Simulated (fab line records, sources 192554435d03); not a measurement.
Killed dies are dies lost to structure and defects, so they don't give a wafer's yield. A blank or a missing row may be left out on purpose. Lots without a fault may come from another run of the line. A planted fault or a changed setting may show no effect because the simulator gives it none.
Chamber matching | flow n5_finfet | N5_BEOL_M8_STRIP_36 on rie_diel-04: 4 sister chambers
The step strips in N2/H2. 14 wafers are shown with their chamber, then 7 later ones without.

WAFERS WITH THEIR CHAMBER
wafer  | chamber | drypump_motor_current_A (A) | throttle_valve_pct (%) | oes_product_au (a.u.)
L074.1 | 2       | 6.3                         | 23.76                  | 0.84
L074.4 | 1       | 5.8                         | 23.60                  | 0.74
L074.6 | 1       | 5.8                         | 23.62                  | 0.74
L079.3 | 3       | 5.0                         | 23.71                  | 0.73
L079.4 | 2       | 6.3                         | 23.75                  | 0.83
L079.5 | 1       | 5.9                         | 23.61                  | 0.75
L078.1 | 1       | 5.8                         | 23.64                  | 0.74
L078.2 | 3       | 5.1                         | 23.70                  | 0.75
L078.3 | 2       | 6.3                         | 23.77                  | 0.84
L080.2 | 1       | 5.8                         | 23.65                  | 0.74
L080.3 | 3       | 5.1                         | 23.70                  | 0.75
L080.6 | 1       | 5.8                         | 23.66                  | 0.75
L081.2 | 1       | 5.8                         | 23.67                  | 0.73
L081.3 | 0       | 5.7                         | 24.02                  | 0.68

SIGNATURES (means of the wafers above)
reading                 | chamber 0 | chamber 1 | chamber 2 | chamber 3 | scatter within a chamber
drypump_motor_current_A | 5.700     | 5.814     | 6.300     | 5.067     | 0.039
throttle_valve_pct      | 24.0200   | 23.6357   | 23.7600   | 23.7033   | 0.0211
oes_product_au          | 0.6800    | 0.7414    | 0.8367    | 0.7433    | 0.00787
Rule: a wafer's distance from a chamber is the root of the sum, over the readings, of the square of ((its reading less the chamber's mean) divided by the reading's scatter). The wafer belongs to the nearest chamber; if the next one is less than 2 further off, it can't be placed. The scatter: the root of (the sum of the squares of (reading less its chamber's mean) over the shown wafers, divided by (wafers less chambers)).

WAFERS WITHOUT THEIR CHAMBER
wafer  | drypump_motor_current_A (A) | throttle_valve_pct (%) | oes_product_au (a.u.)
L081.4 | 5.1                         | 23.74                  | 0.75
L088.3 | 6.3                         | 23.79                  | 0.83
L088.4 | 5.8                         | 24.04                  | 0.65
L088.5 | 5.9                         | 23.65                  | 0.74
L097.1 | 5.8                         | 23.78                  | 0.94
L097.2 | 5.8                         | 23.67                  | 0.71
L097.5 | 5.9                         | 23.68                  | 0.69

WHICH CHAMBER EACH WENT THROUGH
wafer  | from the rows above | in truth
L081.4 | 3                   | 3
L088.3 | 2                   | 2
L088.4 | 0                   | 0
L088.5 | 1                   | 1
L097.1 | 2                   | 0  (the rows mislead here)
L097.2 | 1                   | 1
L097.5 | 1                   | 1
Placed correctly: 6 of 7. Can't be placed from these rows: 0. Placed wrongly: 1.
